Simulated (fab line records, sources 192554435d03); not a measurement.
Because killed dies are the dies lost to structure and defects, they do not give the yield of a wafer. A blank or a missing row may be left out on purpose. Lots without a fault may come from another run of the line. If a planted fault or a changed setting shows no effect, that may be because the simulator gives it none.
A single fault, viewed from 2 desks ; flow n5Finfet ; only its own numbers are on each desk; what lay behind them is given at the end

FOR THE TOOL OWNER'S DESK: lithoTrack-01
The tool's own readings at N5_BEOL_M0_SAQP_COAT_34 (resist thk 30 nm): means of the sampled wafers that have a number, for each lot that ran on this tool. Marked OUT: a lot whose mean sits more than 4 standard deviations from the usual mean, which makes it out of limits; the brackets give that distance.
Columns: A = spinSpeedRpm at N5_BEOL_M0_SAQP_COAT_34, usual 1500.0 rpm
lot;first seen here;A
L458;day 6 07:40;1499.4
L462;day 7 02:25;1501.2
L467;day 10 13:50;1499.8
L473;day 11 23:29;1315.1 (-99 or more) OUT
L475;day 11 23:45;1317.1 (-99 or more) OUT
This desk finds L473, L475 out of limits, L473 being first, at day 11 23:29 (spinSpeedRpm at N5_BEOL_M0_SAQP_COAT_34). In limits: L458, L462, L467.

FROM THE METROLOGY DESK
What the gauges read for every lot (on any tool): the sampled wafers with a number, averaged. Marked OUT: a lot whose mean sits more than 4 standard deviations from the usual mean, which makes it out of limits; the brackets give that distance. Readings shown: 7 of its 10, picked as those furthest out on some lot.
Columns: A = DIBL_N at N5_BEOL_M4_RC_MEAS_101, usual 36.5 mV/V; B = DIBL_P at N5_BEOL_M4_RC_MEAS_101, usual 36.5 mV/V; C = IOFF_N at N5_BEOL_M4_RC_MEAS_101, usual 0.162 nA/um; D = IOFF_P at N5_BEOL_M4_RC_MEAS_101, usual 0.221 nA/um; E = ION_P at N5_BEOL_M4_RC_MEAS_101, usual 466 uA/um; F = SS_P at N5_BEOL_M4_RC_MEAS_101, usual 73.3 mV/dec; G = VT_P at N5_BEOL_M4_RC_MEAS_101, usual -249 mV
lot;first seen here;A;B;C;D;E;F;G
L460;day 11 01:40;36.8;39.3;0.195;0.241;469;74.0;-247
L458;day 11 02:35;36.3;36.6;0.152;0.208;465;73.7;-252
L462;day 11 17:19;35.2;35.5;0.145;0.194;464;73.1;-252
L467;day 12 23:46;36.4;36.0;0.174;0.194;457;73.4;-253
L472;day 14 08:17;35.4;36.7;0.147;0.226;477;73.4;-248
L475;day 14 12:09;37.9;37.9;0.201;0.278;475;73.5;-244
L473;day 14 13:41;35.9;36.0;0.162;0.198;464;73.2;-251
L478;day 15 21:52;35.2;34.6;0.167;0.241;476;72.8;-244
L479;day 16 07:52;38.3;38.0;0.186;0.247;467;74.3;-248
Finding of this desk: none of the 9 lots has anything out of limits.

TAKEN TOGETHER
An alarm could have come from the tool owner's desk at day 11 23:29, on L473, L475.
The metrology desk saw nothing out of limits.
The metrology desk holds a record of L473, L475, inside its limits.
On lithoTrack-01, each named lot ran N5_BEOL_M0_SAQP_COAT_34.

WHAT THE SIMULATOR HAD PUT IN
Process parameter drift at N5_BEOL_M0_SAQP_COAT_34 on lithoTrack-01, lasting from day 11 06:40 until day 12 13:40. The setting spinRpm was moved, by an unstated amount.
Lots struck among those shown: L473, L475.
Delay in hours, fault start to first out-of-limits reading, by desk: the tool owner's desk at 17.
